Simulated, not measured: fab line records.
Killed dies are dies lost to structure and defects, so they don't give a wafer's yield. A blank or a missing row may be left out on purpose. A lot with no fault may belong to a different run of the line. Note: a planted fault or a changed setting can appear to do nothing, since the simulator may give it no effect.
fab line records	flow n5Finfet
record lots=7	wafers=21
route steps=1938 shown BEOL_M10@1512 BEOL_M11@1560 BEOL_M12@1637 BEOL_M13@1696
startH: hours from the record's first day to the start of the lot's first wafer shown	waitH: how many hours have passed since the lot's step before this one	" same as the row above	L1.1+2: several wafers, shown together as one row	- value missing, or start not given	* or withheld: withheld	< > ~ a bound
route shown NAME@n: a module of which the file shows steps, and the number in the route of the first	usual: the fault-free wafers' mean and standard deviation	same: alike in all rows	chamber/n: place in a boat	sites: the reading at each site	_std_site: standard deviation across them	_edge_site: mean of outer sites minus mean of inner sites	radiusMm: for every site, how far away it sits from the centre of the wafer	mask NAME#n: copy n	behind: the most recent tool/chamber to have shaped the wafer	hold: what put the lot on hold/how long, in hours/how the hold closed	device: the n, p or np transistor that did not switch	end of line: the tests these same wafers got at the end of their route	a step with no rows: only its recipe	killed: dies lost to structure and defects at the first sort, not the wafer's yield	map: shows each die of a wafer: x if killed, . if not, _ if none is there
set.NAME: the setting that was run; set.NAME@STEP: the one run at that earlier step	model.NAME: the simulator's own value behind a step, which no gauge read
lots run with intentionally changed settings; tables by step, rows by wafer
## steps
# step N5_BEOL_M10_TRENCH_ETCH_37
# recipe chemistry=C4F6/O2	targetDepthA=1488.3	target=SiCOH_lowk	timeS=48	ionEnergyEv=250	pressureMtorr=30	sourceW=345	biasW=185	Ar_flow_sccm=300	C4F6_flow_sccm=10	O2_flow_sccm=10
lot.wafer	tool	chamber	startH	waitH	set.timeS	model.etch.depthNm	model.BEOL_M10.featureDepthNm	model.TiN_of_BEOL_M10_HM_DEP_02.thkNm
L076.3	rieDiel-06	2	-	-	48	151.3	151.4	16.2
L076.4	"	3	"	"	48	149.8	149.8	15.8
L076.6	"	3	"	"	40.54	125.9	126	16.8
L090.1	rieDiel-02	1	-	-	48	149.4	149.4	15.8
L090.2	"	3	"	"	56.93	174.5	174.4	15
L090.3	"	0	"	"	48	146.6	146.6	15.4
L092.1	rieDiel-01	3	-	-	48	144.1	144.2	16.2
L092.5	"	1	"	"	48	150.3	150.2	16.2
L092.6	"	0	"	"	48	152.7	152.6	16
L094.2	rieDiel-02	3	-	-	48	145.1	145.2	16.2
L094.3	"	1	"	"	48	149.6	149.6	16
L094.6	"	3	"	"	48	147	147	15.8
L091.1	rieDiel-01	1	-	-	57.95	181	181	14.8
L091.3	"	0	"	"	48	151.2	151.2	15.8
L091.6	"	1	"	"	57.95	181.8	181.8	14.6
L095.4	rieDiel-02	1	-	-	48	150.7	150.8	15.8
L095.5	"	2	"	"	48	148.8	148.8	15.6
L095.6	"	3	"	"	48	146.9	146.8	15.8
L096.1	rieDiel-02	2	-	-	48	148.7	148.8	15.4
L096.3	"	0	"	"	51.87	161	161	15
L096.4	"	1	"	"	51.87	162.3	162.2	15
# step N5_BEOL_M10_ETCH_41
# recipe chemistry=CH3F/O2	target=SiCN	targetDepthA=426	taperDeg=2	timeS=86	ionEnergyEv=120	maskMaterial=TiN	pressureMtorr=30	sourceW=395	biasW=75	Ar_flow_sccm=150	CH3F_flow_sccm=30	O2_flow_sccm=20
# step N5_BEOL_M10_STRIP_77
# recipe chemistry=N2/H2	timeS=10	powerW=450	tempC=40	pressureMtorr=20	rfFrequencyHz=6e+07	biasPowerW=7	n2FlowSccm=200	h2FlowSccm=200
# step N5_BEOL_M10_OCD_MEAS_38
# usual trenchDepthNm=148.4/1.8
lot.wafer	tool	chamber	startH	waitH	set.timeS@BEOL_M10_TRENCH_ETCH_37	trenchDepthNm
L076.3	ocd-01	-	227.84	-	48	151.9
L076.4	"	-	"	"	48	150.2
L076.6	"	-	"	"	40.54	126.5
L090.1	ocd-01	-	313.16	-	48	149.2
L090.2	"	-	"	"	56.93	174.1
L090.3	"	-	"	"	48	146.5
L092.1	ocd-01	-	323.81	-	48	144.1
L092.5	"	-	"	"	48	150.8
L092.6	"	-	"	"	48	152.7
L094.2	ocd-01	-	324.18	-	48	145.5
L094.3	"	-	"	"	48	149.9
L094.6	"	-	"	"	48	146.9
L091.1	ocd-01	-	338.56	-	57.95	181.4
L091.3	"	-	"	"	48	151.4
L091.6	"	-	"	"	57.95	182.1
L095.4	ocd-02	-	353.30	-	48	150.6
L095.5	"	-	"	"	48	148.8
L095.6	"	-	"	"	48	146.3
L096.1	ocd-01	-	360.13	-	48	148.5
L096.3	"	-	"	"	51.87	161.2
L096.4	"	-	"	"	51.87	162.5
# step N5_BEOL_M10_ALD_74
# recipe material=TaN	targetThkA=20	tempC=275	aldPrecursorFamily=PDMAT	aldCoReactant=NH3	pressureTorr=3	carrierFlowSccm=1500	pulseTimeS=2	purgeTimeS=3	coReactantPurgeTimeS=2	coReactantPulseTimeS=3	aldCycles=40	precursorVesselTempC=75	precursorVesselPressureTorr=26.25	precursorVesselCarrierSccm=1000
lot.wafer	tool	chamber	startH	waitH	set.aldCycles
L076.3+4+6	aldMetal-03	1,0,2	228.48	0.0	40
L090.1+2	aldMetal-03	0,1	314.16	0.1	40
L090.3	"	3	"	"	34
L092.1+5+6	aldMetal-03	0,0,1	325.58	0.0	40
L094.2+3	aldMetal-01	2,0	325.66	0.0	43
L094.6	"	0	"	"	40
L091.1+6	aldMetal-04	2,0	340.11	0.0	40
L091.3	"	0	"	"	45
L095.4+5+6	aldMetal-04	3,0,3	354.13	0.1	40
L096.1	aldMetal-04	1	361.09	0.1	44
L096.3+4	"	0,2	"	"	40
# step N5_BEOL_M10_SURFACE_TREAT_76
# recipe gas=Ar	timeS=*	ionEnergyEv=*	ionCurrentMaCm2=0.5	pressureMtorr=*	arFlowSccm=30
# step N5_BEOL_M10_CVD_75
# recipe material=Co	targetThkA=20	tempC=withheld	precursor=CCTBA/H2	pressureTorr=30	timeS=138.9
# step N5_BEOL_M10_ECD_50
# recipe material=Cu	targetThkA=3180
# step N5_BEOL_M10_ANNEAL_51
# recipe tempC=225	timeS=90	ambient=N2
# step N5_BEOL_M10_CMP_52
# recipe stopOn=SiCOH_lowk	tOverpolishS=7	downForcePsi=1	platenRpm=50	clearingPlatenDownForcePsi=1.5	clearingPlatenRpm=50	postCmpClean=cuAlkaline	targetThkNm=140	clearingPlatenPadVelocityMS=0.99484	padVelocityMS=0.99484
lot.wafer	tool	chamber	startH	waitH	set.timeS@BEOL_M10_TRENCH_ETCH_37	model.Cu_of_BEOL_M10_ECD_50.thkNm
L076.4	cmp-03	3	231.43	0.1	48	142.6
L076.3	"	1	"	"	48	143.4
L076.6	"	0	"	"	40.54	117
L090.3	cmp-03	2	315.24	0.2	48	139.4
L090.2	"	3	"	"	56.93	167.2
L090.1	"	0	"	"	48	141.2
L092.1	cmp-01	2	326.74	0.3	48	133.8
L092.5	"	0	"	"	48	141.8
L092.6	"	1	"	"	48	142.6
L094.2	cmp-01	1	326.93	0.4	48	135.8
L094.3	"	3	"	"	48	140.2
L094.6	"	0	"	"	48	139.4
L091.3	cmp-02	0	341.32	0.2	48	144.4
L091.1	"	3	"	"	57.95	172.8
L091.6	"	0	"	"	57.95	174
L095.4	cmp-01	3	355.46	0.2	48	141.8
L095.5	"	1	"	"	48	139.6
L095.6	"	2	"	"	48	138
L096.3	cmp-02	3	363.01	0.3	51.87	151.4
L096.4	"	0	"	"	51.87	154.2
L096.1	"	2	"	"	48	138.8
# step N5_BEOL_M10_THK_MEAS_53
# recipe thkMeasGauge=xrf	reads=Cu_of_BEOL_M10_ECD_50
# usual M10_THK=135.4/2.1
lot.wafer	tool	chamber	startH	waitH	set.timeS@BEOL_M10_TRENCH_ETCH_37	M10_THK[nm]
L076.3	filmMetro-02	-	231.72	-	48	137.5
L076.4	"	-	"	"	48	136.9
L076.6	"	-	"	"	40.54	112.5
L090.1	filmMetro-01	-	315.50	-	48	138.1
L090.2	"	-	"	"	56.93	164.5
L090.3	"	-	"	"	48	136.3
L092.1	filmMetro-01	-	326.96	-	48	130.6
L092.5	"	-	"	"	48	138.6
L092.6	"	-	"	"	48	139.2
L094.2	filmMetro-02	-	327.19	-	48	131.6
L094.3	"	-	"	"	48	135.1
L094.6	"	-	"	"	48	134.5
L091.1	filmMetro-01	-	341.61	-	57.95	166.6
L091.3	"	-	"	"	48	139.5
L091.6	"	-	"	"	57.95	167.5
L095.4	filmMetro-01	-	355.68	-	48	138.0
L095.5	"	-	"	"	48	135.3
L095.6	"	-	"	"	48	133.5
L096.1	filmMetro-01	-	363.31	-	48	133.4
L096.3	"	-	"	"	51.87	145.3
L096.4	"	-	"	"	51.87	148.5
# step N5_BEOL_M10_PRE_CLEAN_55
# recipe gas=NH3	timeS=15	tempC=withheld	rfPowerW=300
# step N5_BEOL_M10_DEP_56
# recipe material=SiCN	targetThkA=150	tempC=withheld	precursor=3MS/NH3	pressureTorr=3	rfW=202	timeS=26.5
# step N5_BEOL_M10_RS_MEAS_57
# recipe thkMeasGauge=four-point-probe	reads=Cu_of_BEOL_M10_ECD_50+Co_of_BEOL_M10_CVD_75+TaN_of_BEOL_M10_ALD_74
# usual M10_RS=0.1513/0.0026
lot.wafer	tool	chamber	startH	waitH	set.timeS@BEOL_M10_TRENCH_ETCH_37	M10_RS[ohm/sq]
L076.3	filmMetro-02	-	231.90	0.1	48	0.1467
L076.4	"	-	"	"	48	0.1480
L076.6	"	-	"	"	40.54	0.1840
L090.1	filmMetro-02	-	315.63	0.1	48	0.1488
L090.2	"	-	"	"	56.93	0.1239
L090.3	"	-	"	"	48	0.1513
L092.1	filmMetro-02	-	327.09	0.1	48	0.1587
L092.5	"	-	"	"	48	0.1484
L092.6	"	-	"	"	48	0.1475
L094.2	filmMetro-02	-	327.32	0.1	48	0.1556
L094.3	"	-	"	"	48	0.1507
L094.6	"	-	"	"	48	0.1511
L091.1	filmMetro-02	-	341.75	0.1	57.95	0.1199
L091.3	"	-	"	"	48	0.1454
L091.6	"	-	"	"	57.95	0.1189
L095.4	filmMetro-01	-	355.82	0.0	48	0.1486
L095.5	"	-	"	"	48	0.1514
L095.6	"	-	"	"	48	0.1532
L096.1	filmMetro-02	-	363.44	0.1	48	0.1522
L096.3	"	-	"	"	51.87	0.1386
L096.4	"	-	"	"	51.87	0.1356
# step N5_BEOL_M11_COAT_63
# recipe resist=SOC	tempC=250	timeS=60	spinRpm=1500	resistThkNm=100
lot.wafer	tool	chamber	startH	waitH	set.spinRpm	model.SOC_of_BEOL_M11_COAT_63.thkNm
L076.3	lithoTrack-04	0	235.53	1.3	1571	97.6
L076.4	"	0	"	"	1571	97.8
L076.6	"	0	"	"	1500	100
L090.1	lithoTrack-01	0	319.11	0.8	1500	100
L090.2	"	0	"	"	1362	105
L090.3	"	0	"	"	1362	104.6
L094.2+6	lithoTrack-01	0	335.68	2.5	1551	98.8
L094.3	"	0	"	"	1500	100.4
L092.1	lithoTrack-04	0	335.68	2.7	1500	100.4
L092.5	"	0	"	"	1500	100.6
L092.6	"	0	"	"	1500	100
L091.1+6	lithoTrack-04	0	345.24	0.6	1500	100.2
L091.3	"	0	"	"	1500	100
L095.4+6	lithoTrack-01	0	359.29	1.1	1500	99.8
L095.5	"	0	"	"	1500	99.6
L096.1	lithoTrack-05	0	369.50	1.2	1544	98.2
L096.3	"	0	"	"	1544	98.6
L096.4	"	0	"	"	1500	99.8
# step N5_BEOL_M11_EXPOSE_25
# recipe maskId=V10	na=1.35	sourceShape=annular	sigmaInner=0.5	sigmaOuter=0.8	polarization=unpolarized	doseMj=85.5
lot.wafer	tool	chamber	startH	waitH	mask	set.doseMj
L076.3+6	arfiScanner-01	0	235.79	-	V10#0	85.5
L076.4	"	0	"	"	V10#0	81.69
L090.1+2+3	arfiScanner-03	0	319.36	-	V10#0	88.33
L094.2+3	arfiScanner-01	0	335.93	-	V10#0	85.5
L094.6	"	0	"	"	V10#0	79.76
L092.1+5+6	arfiScanner-02	0	336.09	-	V10#0	85.5
L091.1+3	arfiScanner-02	0	345.36	-	V10#0	85.5
L091.6	"	0	"	"	V10#0	91.64
L095.4+5+6	arfiScanner-02	0	359.43	-	V10#0	85.5
L096.1+3	arfiScanner-02	0	369.62	-	V10#0	89.21
L096.4	"	0	"	"	V10#0	85.5
# step N5_BEOL_M11_PEB_26
# recipe pebTempC=withheld	pebTimeS=60	resist=CAR-ArF
# step N5_BEOL_M11_DEVELOP_27
# recipe developTimeS=30	developer=TMAH	resist=CAR-ArF	rinseLiquid=diw	dry=airSpin	devTempC=23
# step N5_BEOL_M11_CD_MEAS_28
# recipe targetCdNm=70	landingEnergyEv=500	detector=seInlens	polarity=opening
# usual cdNm=70.3/0.93
lot.wafer	tool	chamber	startH	waitH	set.doseMj@BEOL_M11_EXPOSE_25	cdNm
L076.3	cdSem-01	0	235.91	-	85.5	69.9
L076.4	"	0	"	"	81.69	66.0
L076.6	"	0	"	"	85.5	71.4
L090.1	cdSem-01	0	319.49	-	88.33	73.0
L090.2	"	0	"	"	88.33	71.6
L090.3	"	0	"	"	88.33	73.7
L094.2	cdSem-01	0	336.05	-	85.5	69.6
L094.3	"	0	"	"	85.5	69.4
L094.6	"	0	"	"	79.76	64.0
L092.1	cdSem-03	0	336.22	-	85.5	68.6
L092.5	"	0	"	"	85.5	68.1
L092.6	"	0	"	"	85.5	67.6
L091.1	cdSem-01	0	345.49	-	85.5	70.0
L091.3	"	0	"	"	85.5	71.2
L091.6	"	0	"	"	91.64	76.7
L095.4	cdSem-01	0	359.55	-	85.5	70.7
L095.5	"	0	"	"	85.5	70.9
L095.6	"	0	"	"	85.5	69.7
L096.1	cdSem-01	0	369.75	-	89.21	74.2
L096.3	"	0	"	"	89.21	74.2
L096.4	"	0	"	"	85.5	71.4
# step N5_BEOL_M11_DESCUM_33
# recipe chemistry=O2	timeS=7.9	sourcePowerW=50	biasPowerW=20	pressureMtorr=20	rfFrequencyHz=2.712e+07	tempC=40	resist=CAR-ArF	o2FlowSccm=225
# step N5_BEOL_M11_ETCH_65
# recipe chemistry=CF4	target=SiARC	targetDepthA=390	maskMaterial=CAR-ArF	timeS=65	ionEnergyEv=80	pressureMtorr=40	sourceW=545	biasW=36	Ar_flow_sccm=100	cf4FlowSccm=100	ends=cleared
# step N5_BEOL_M11_ETCH_66
# recipe chemistry=N2/H2	target=SOC	targetDepthA=1200	overetchA=240	maskMaterial=SiARC	tempC=40	timeS=180	ionEnergyEv=200	pressureMtorr=30	sourceW=840	biasW=150	n2FlowSccm=200	h2FlowSccm=200
lot.wafer	tool	chamber	startH	waitH	set.spinRpm@BEOL_M11_COAT_63	model.etch.depthNm
L076.3	rieDiel-03	3	236.08	0.0	1571	97.65
L076.4	"	1	"	"	1571	97.76
L076.6	"	1	"	"	1500	99.96
L090.1	rieDiel-04	3	319.66	0.0	1500	100
L090.2	"	2	"	"	1362	105
L090.3	"	1	"	"	1362	104.7
L094.2	rieDiel-04	0	336.22	0.0	1551	98.89
L094.3	"	3	"	"	1500	100.3
L094.6	"	0	"	"	1551	98.82
L092.1	rieDiel-03	3	336.51	0.0	1500	100.3
L092.5	"	3	"	"	1500	100.6
L092.6	"	0	"	"	1500	100.1
L091.1	rieDiel-05	2	345.66	0.0	1500	100.2
L091.3	"	1	"	"	1500	99.97
L091.6	"	0	"	"	1500	100.1
L095.4	rieDiel-05	0	359.75	0.0	1500	99.78
L095.5	"	1	"	"	1500	99.64
L095.6	"	0	"	"	1500	99.85
L096.1	rieDiel-05	1	369.93	0.0	1544	98.15
L096.3	"	0	"	"	1544	98.55
L096.4	"	2	"	"	1500	99.79
# step N5_BEOL_M11_STRIP_69
# recipe chemistry=N2/H2	tempC=40	n2FlowSccm=200	h2FlowSccm=200	rfFrequencyHz=6e+07
# step N5_BEOL_M11_VIA_ETCH_34
# recipe chemistry=C4F6/O2	target=SiCOH_lowk	targetDepthA=1845	maskMaterial=SOC	taperDeg=4	timeS=69.2	ionEnergyEv=250	pressureMtorr=30	sourceW=345	biasW=185	Ar_flow_sccm=300	C4F6_flow_sccm=10	O2_flow_sccm=10
lot.wafer	tool	chamber	startH	waitH	set.spinRpm@BEOL_M11_COAT_63	model.SOC_of_BEOL_M11_COAT_63.thkNm
L076.3	rieDiel-03	3	236.20	0.0	1571	89.2
L076.4	"	1	"	"	1571	89.6
L076.6	"	1	"	"	1500	91.8
L090.1	rieDiel-04	3	319.78	0.0	1500	92.2
L090.2	"	2	"	"	1362	96.6
L090.3	"	1	"	"	1362	97
L094.2+6	rieDiel-04	0	336.35	0.0	1551	90.8
L094.3	"	3	"	"	1500	92.4
L092.1+6	rieDiel-03	3,0	336.63	0.0	1500	91.8
L092.5	"	3	"	"	1500	92.2
L091.1+3+6	rieDiel-05	2,1,0	345.79	0.0	1500	92.2
L095.4+6	rieDiel-05	0	359.87	0.0	1500	91.8
L095.5	"	1	"	"	1500	91.6
L096.1	rieDiel-05	1	370.05	0.0	1544	90.2
L096.3	"	0	"	"	1544	90.6
L096.4	"	2	"	"	1500	91.6
# step N5_BEOL_M12_ETCH_68
# recipe chemistry=N2/H2	target=SOC	maskMaterial=SiARC	sourceW=3000	biasW=350	tempC=40	timeS=285	ionEnergyEv=200	pressureMtorr=30	n2FlowSccm=200	h2FlowSccm=200
lot.wafer	tool	chamber	startH	waitH	set.timeS	model.SiARC_of_BEOL_M12_COAT_66.thkNm
L076.3	rieDiel-02	3	240.67	0.1	285	85.4
L076.4	"	2	"	"	225.8	90.2
L076.6	"	3	"	"	285	85.2
L090.1+3	rieDiel-01	0,2	325.22	0.1	242.3	89.4
L090.2	"	3	"	"	285	86.6
L094.2	rieDiel-02	0	341.18	0.1	285	85.8
L094.3	"	2	"	"	285	86.2
L094.6	"	1	"	"	285	86
L092.1	rieDiel-02	0	341.66	0.1	285	85.8
L092.5+6	"	1,2	"	"	285	85.6
L091.1	rieDiel-01	2	350.54	0.1	285	84.8
L091.3	"	1	"	"	285	85.4
L091.6	"	1	"	"	285	85.2
L095.4+6	rieDiel-02	3	364.54	0.1	232.9	90.4
L095.5	"	2	"	"	232.9	90.2
L096.1	rieDiel-06	2	375.04	0.1	301.1	84.6
L096.3	"	1	"	"	285	86.6
L096.4	"	3	"	"	301.1	85
# step N5_BEOL_M13_TRENCH_ETCH_34
# recipe chemistry=C4F8/O2/Ar	target=SiOC	targetDepthA=4134.7	maskMaterial=SOC	pressureMtorr=30	sourceW=3000	biasW=700	Ar_flow_sccm=400	C4F8_flow_sccm=15	O2_flow_sccm=8	heInnerTorr=15	heOuterTorr=30	timeS=162.6	ionEnergyEv=250
lot.wafer	tool	chamber	startH	waitH	set.timeS	model.etch.depthNm
L076.3	rieDiel-03	1	245.31	0.0	162.6	418.1
L076.4	"	2	"	"	162.6	413.6
L076.6	"	0	"	"	162.6	421.6
L090.1	rieDiel-05	3	330.43	0.0	135.7	342.6
L090.2	"	1	"	"	162.6	407.7
L090.3	"	0	"	"	135.7	338.2
L092.1+5	rieDiel-05	3,1	347.52	0.0	162.6	414.9
L092.6	"	0	"	"	162.6	411.6
L094.2	rieDiel-03	1	348.19	0.0	139	357.2
L094.3	"	2	"	"	162.6	412.3
L094.6	"	3	"	"	162.6	427.6
L091.1	rieDiel-03	0	360.42	0.0	162.6	421.1
L091.3	"	3	"	"	173.4	454.6
L091.6	"	3	"	"	162.6	429.9
L095.4	rieDiel-04	3	369.98	0.1	178.2	449.1
L095.5	"	2	"	"	162.6	418.2
L095.6	"	0	"	"	162.6	428.9
L096.1	rieDiel-03	1	382.66	0.0	130.7	336
L096.3	"	3	"	"	162.6	424.1
L096.4	"	0	"	"	162.6	419.5
# step N5_BEOL_M13_STRIP_70
# recipe chemistry=C4F8/O2/Ar	resist=SiARC	rfFrequencyHz=6e+07
# step N5_BEOL_M13_OCD_MEAS_35
# usual trenchDepthNm=416/7.6
lot.wafer	tool	chamber	startH	waitH	set.timeS@BEOL_M13_TRENCH_ETCH_34	trenchDepthNm
L076.3	ocd-01	-	245.49	0.0	162.6	419
L076.4	"	-	"	"	162.6	414
L076.6	"	-	"	"	162.6	422
L090.1	ocd-02	-	330.60	0.0	135.7	343
L090.2	"	-	"	"	162.6	408
L090.3	"	-	"	"	135.7	338
L092.1	ocd-02	-	347.70	0.0	162.6	414
L092.5	"	-	"	"	162.6	415
L092.6	"	-	"	"	162.6	412
L094.2	ocd-02	-	348.37	0.0	139	357
L094.3	"	-	"	"	162.6	412
L094.6	"	-	"	"	162.6	428
L091.1	ocd-01	-	360.60	0.0	162.6	421
L091.3	"	-	"	"	173.4	454
L091.6	"	-	"	"	162.6	430
L095.4	ocd-01	-	370.09	0.0	178.2	449
L095.5	"	-	"	"	162.6	418
L095.6	"	-	"	"	162.6	428
L096.1	ocd-01	-	382.84	0.0	130.7	336
L096.3	"	-	"	"	162.6	424
L096.4	"	-	"	"	162.6	419
## key
split step=N5_BEOL_M10_TRENCH_ETCH_37	setting=timeS	stated=48	by=wafer
response step=N5_BEOL_M10_TRENCH_ETCH_37	reading=model.etch.depthNm	change=+1.48	per=1%	r=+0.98
response step=N5_BEOL_M10_TRENCH_ETCH_37	reading=model.BEOL_M10.featureDepthNm	change=+1.48	per=1%	r=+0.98
response step=N5_BEOL_M10_TRENCH_ETCH_37	reading=model.TiN_of_BEOL_M10_HM_DEP_02.thkNm	change=-0.0458	per=1%	r=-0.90
response step=N5_BEOL_M10_OCD_MEAS_38	reading=trenchDepthNm	change=+1.48	per=1%	r=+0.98
response step=N5_BEOL_M10_CMP_52	reading=model.Cu_of_BEOL_M10_ECD_50.thkNm	change=+1.5	per=1%	r=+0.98
response step=N5_BEOL_M10_THK_MEAS_53	reading=M10_THK	change=+1.45	per=1%	r=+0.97
response step=N5_BEOL_M10_RS_MEAS_57	reading=M10_RS	change=-0.00159	per=1%	r=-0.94
split step=N5_BEOL_M10_ALD_74	setting=aldCycles	stated=40	by=wafer
response none clear
split step=N5_BEOL_M11_COAT_63	setting=spinRpm	stated=1500	by=wafer
response step=N5_BEOL_M11_COAT_63	reading=model.SOC_of_BEOL_M11_COAT_63.thkNm	change=-0.508	per=1%	r=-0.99
response step=N5_BEOL_M11_ETCH_66	reading=model.etch.depthNm	change=-0.502	per=1%	r=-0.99
response step=N5_BEOL_M11_VIA_ETCH_34	reading=model.SOC_of_BEOL_M11_COAT_63.thkNm	change=-0.492	per=1%	r=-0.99
split step=N5_BEOL_M11_EXPOSE_25	setting=doseMj	stated=85.5	by=wafer
response step=N5_BEOL_M11_CD_MEAS_28	reading=cdNm	change=+0.837	per=1%	r=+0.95
split step=N5_BEOL_M12_ETCH_68	setting=timeS	stated=285	by=wafer
response step=N5_BEOL_M12_ETCH_68	reading=model.SiARC_of_BEOL_M12_COAT_66.thkNm	change=-0.224	per=1%	r=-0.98
split step=N5_BEOL_M13_TRENCH_ETCH_34	setting=timeS	stated=162.6	by=wafer
response step=N5_BEOL_M13_TRENCH_ETCH_34	reading=model.etch.depthNm	change=+4.12	per=1%	r=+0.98
response step=N5_BEOL_M13_OCD_MEAS_35	reading=trenchDepthNm	change=+4.12	per=1%	r=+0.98
